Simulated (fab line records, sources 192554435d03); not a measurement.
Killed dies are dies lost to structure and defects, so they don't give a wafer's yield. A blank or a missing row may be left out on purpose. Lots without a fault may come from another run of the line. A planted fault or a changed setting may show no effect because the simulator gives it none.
Which tool did it? | flow n5_finfet | 11 lots, 33 wafers sampled, at 2 steps of a route of 1938

WHAT THE GAUGES READ, wafer by wafer
N5_MIM_TOP_LITHO_CD_MEAS_08: target cd 2000 nm. Usual: cd_nm 2001.0 nm, standard deviation 1.4.
lot  | measured     | on        | cd_nm (nm)           | flag
L131 | day 12 00:48 | cd_sem-01 | 2000.6 1999.3 2000.6 |
L134 | day 12 03:49 | cd_sem-01 | 2001.9 1999.7 2000.2 |
L132 | day 12 06:07 | cd_sem-01 | 2001.2 2000.7 2001.9 |
L133 | day 12 06:09 | cd_sem-03 | 2001.7 2002.6 2002.0 |
L136 | day 13 02:37 | cd_sem-02 | 1997.7 1997.4 1996.9 |
L140 | day 13 15:34 | cd_sem-02 | 2000.8 2001.8 2001.0 |
L144 | day 14 23:58 | cd_sem-02 | 2003.5 2000.9 2001.7 |
L147 | day 15 05:59 | cd_sem-01 | 2002.0 2001.2 2003.0 |
L148 | day 15 15:31 | cd_sem-02 | 2000.9 1999.4 2000.9 |
L153 | day 17 10:12 | cd_sem-02 | 1999.1 2000.8 1999.1 |
L154 | day 17 10:22 | cd_sem-02 | 2001.4 2002.6 2002.1 |

WHICH TOOL RAN EACH LOT (tool, then ch and the chambers of the sampled wafers, then the start)
lot  | N5_MIM_BOT_DEGAS_01
L131 | pvd_sputter-01, day 11 23:07
L134 | pvd_sputter-02, day 12 00:56
L132 | pvd_sputter-03, day 12 03:59
L133 | pvd_sputter-03, day 12 04:27
L136 | pvd_sputter-03, day 13 00:07
L140 | pvd_sputter-02, day 13 14:12
L144 | pvd_sputter-01, day 14 21:04
L147 | pvd_sputter-01, day 15 04:14
L148 | pvd_sputter-02, day 15 14:06
L153 | pvd_sputter-02, day 17 06:08
L154 | pvd_sputter-02, day 17 06:27
- N5_MIM_BOT_DEGAS_01: time 60 s.

WHAT THE TOOLS THEMSELVES READ (means of the sampled wafers that have a number; where no wafer has one, the mark that the record gives instead)
N5_MIM_BOT_DEGAS_01. Usual: heater_power_w 475 W, standard deviation 48.
lot  | tool           | heater_power_w (W) | flag
L131 | pvd_sputter-01 | 462                |
L134 | pvd_sputter-02 | 429                |
L132 | pvd_sputter-03 | 464                |
L133 | pvd_sputter-03 | 488                |
L136 | pvd_sputter-03 | 444                |
L140 | pvd_sputter-02 | 507                |
L144 | pvd_sputter-01 | 492                |
L147 | pvd_sputter-01 | 467                |
L148 | pvd_sputter-02 | 442                |
L153 | pvd_sputter-02 | 472                |
L154 | pvd_sputter-02 | 466                |

THE ANSWER, worked out from the rows above alone
Rule: a lot is off if the mean of its wafers that have a number lies more than 3 standard deviations from the usual mean. A lot without any number at a reading at which 4 lots or more have one is off too. The other lots that the step has rows for count as sound. The gauges are gone through in route order, then the tools' own readings, and for those a lot's mean is taken as printed above. The first step at which some lot is off is used, and at that step the reading that is off furthest; a lot without a number counts as furthest.
No lot is off at any reading shown: from this, nothing can be told.

WHAT THE SIMULATOR HAD PUT IN
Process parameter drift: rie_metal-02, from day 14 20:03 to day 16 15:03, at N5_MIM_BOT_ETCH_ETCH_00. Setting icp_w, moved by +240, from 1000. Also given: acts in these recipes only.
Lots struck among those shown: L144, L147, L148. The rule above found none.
